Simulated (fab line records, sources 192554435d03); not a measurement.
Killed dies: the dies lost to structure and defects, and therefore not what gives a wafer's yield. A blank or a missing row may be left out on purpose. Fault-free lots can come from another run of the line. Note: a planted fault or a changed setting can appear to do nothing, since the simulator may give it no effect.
Problem report in the 8D (eight disciplines) form, filled by code / flow n5-finfet / the parts of the form that need people (team, actions taken, sign-off) are left out
Where a reading is given only as a bound, like >300, the bound stands for it, and a mean or a difference that rests on one is marked > or <: the true number lies beyond.

== 1. PROBLEM STATEMENT ==
raw-defect-count at N5_BEOL_M12_INSPECT_30 reads a mean of >300 on 6 wafers of 2 lots; wafers without a fault read 1.8 with a standard deviation of 1.3. So: +99 or more standard deviations from the usual mean.
The step: inspects for defects (macro).
The first sign was on wafer L680.2 at day 14 22:16, on defect-inspect-02. Wafers with a number at this step in the record: 36, from 12 lots. By rule, "out" or "out of limits" means more than 4 standard deviations away from the usual mean. Any other wafer with a number is counted as sound.

== 2. WHAT IT IS, WHAT IT ISN'T ==
question=which readings at this step | is=raw-defect-count | is not=-
question=which lots | is=L680, L682 | is not=L667, L668, L670, L671, L672, L673, L675, L687, L688, L689
question=which wafers of those lots | is=all that have a number | is not=-
question=read on which gauges | is=defect-inspect-01, defect-inspect-02 | is not=-
question=when | is=from day 14 22:16 | is not=up to then (21 sound wafers); but 9 sound wafers of L687, L688, L689 came after

== 3. THE SUSPECTS, EACH WITH WHAT RULES IT OUT ==
Counting: a tool at a process step up to the reading stays a suspect if it ran every lot that is out and no sound lot after the first of them.
- ruled out: the gauge at N5_BEOL_M12_INSPECT_30. Those wafers that are out were read across 2 gauges (defect-inspect-01, defect-inspect-02).
- wet-bench-02 at N5_BEOL_M12_STRIP_71 (strips in post etch residue remover, time 60 s): kept. All lots that are out passed through it, beginning with L680 at day 14 21:47, and no sound lot followed; its final sound lot before that point was L673 at day 13 06:02.
After counting, what remains is wet-bench-02 at N5_BEOL_M12_STRIP_71.

== 4. THE CAUSE (what the simulator had put in) ==
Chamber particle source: wet-bench-02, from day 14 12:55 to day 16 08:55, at N5_BEOL_M12_STRIP_71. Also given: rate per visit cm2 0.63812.
The count eliminated every tool but this one.

== 5. THE CHAIN OF EFFECTS, in route order ==
Each row: a reading where the mean over the struck wafers with a number is more than 3 standard deviations away from the usual. Readings are gone through only where the record gives a usual standard deviation; hours: the median, over the lots, of the time from a lot's start at the first step in this table giving one to that lot's start at this step; sigmas: the change measured in usual standard deviations.
hours=0; step=N5_BEOL_M12_INSPECT_30; reading=raw-defect-count; usual=1.8; on struck wafers=>300; change=>+298; sigmas=+99 or more
hours=34; step=N5_PASSIVATION_PROBE_49; reading=defect-limited-yield; usual=91.1 %; on struck wafers=84.9; change=-6.2; sigmas=-4.2
hours=34; step=N5_PASSIVATION_PROBE_49; reading=killed_at_M4_up; usual=13; on struck wafers=93; change=+80; sigmas=+15
hours=34; step=N5_PASSIVATION_PROBE_49; reading=killed-dies; usual=105; on struck wafers=179; change=+74; sigmas=+4.3
hours=34; step=N5_PASSIVATION_PROBE_49; reading=sort_bin_5_function; usual=5.1 %; on struck wafers=9.4; change=+4.3; sigmas=+4.4
hours=34; step=N5_PASSIVATION_PROBE_49; reading=sort-n-pass; usual=1075; on struck wafers=1001; change=-74; sigmas=-4.3
hours=34; step=N5_PASSIVATION_PROBE_49; reading=sort-yield-pct; usual=91.1 %; on struck wafers=84.9; change=-6.2; sigmas=-4.2
Here are the process steps it includes:
- N5_PASSIVATION_PROBE_49
Later measuring or inspecting steps at which every struck wafer that the step has a row for has a number for every such reading, and none has moved that far: N5_BEOL_M12_OCD_MEAS_35.

== 6. WHAT WOULD HAVE CAUGHT IT SOONER ==
9 hours passed between the start of the fault at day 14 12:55 and the first reading out of limits at a measuring or inspecting step in this record, taken at day 14 22:16.
Lots out: 2; of these, L682 started N5_BEOL_M12_STRIP_71 on wet-bench-02 after day 14 22:16. Had the tool been put on hold then, it would have been spared.
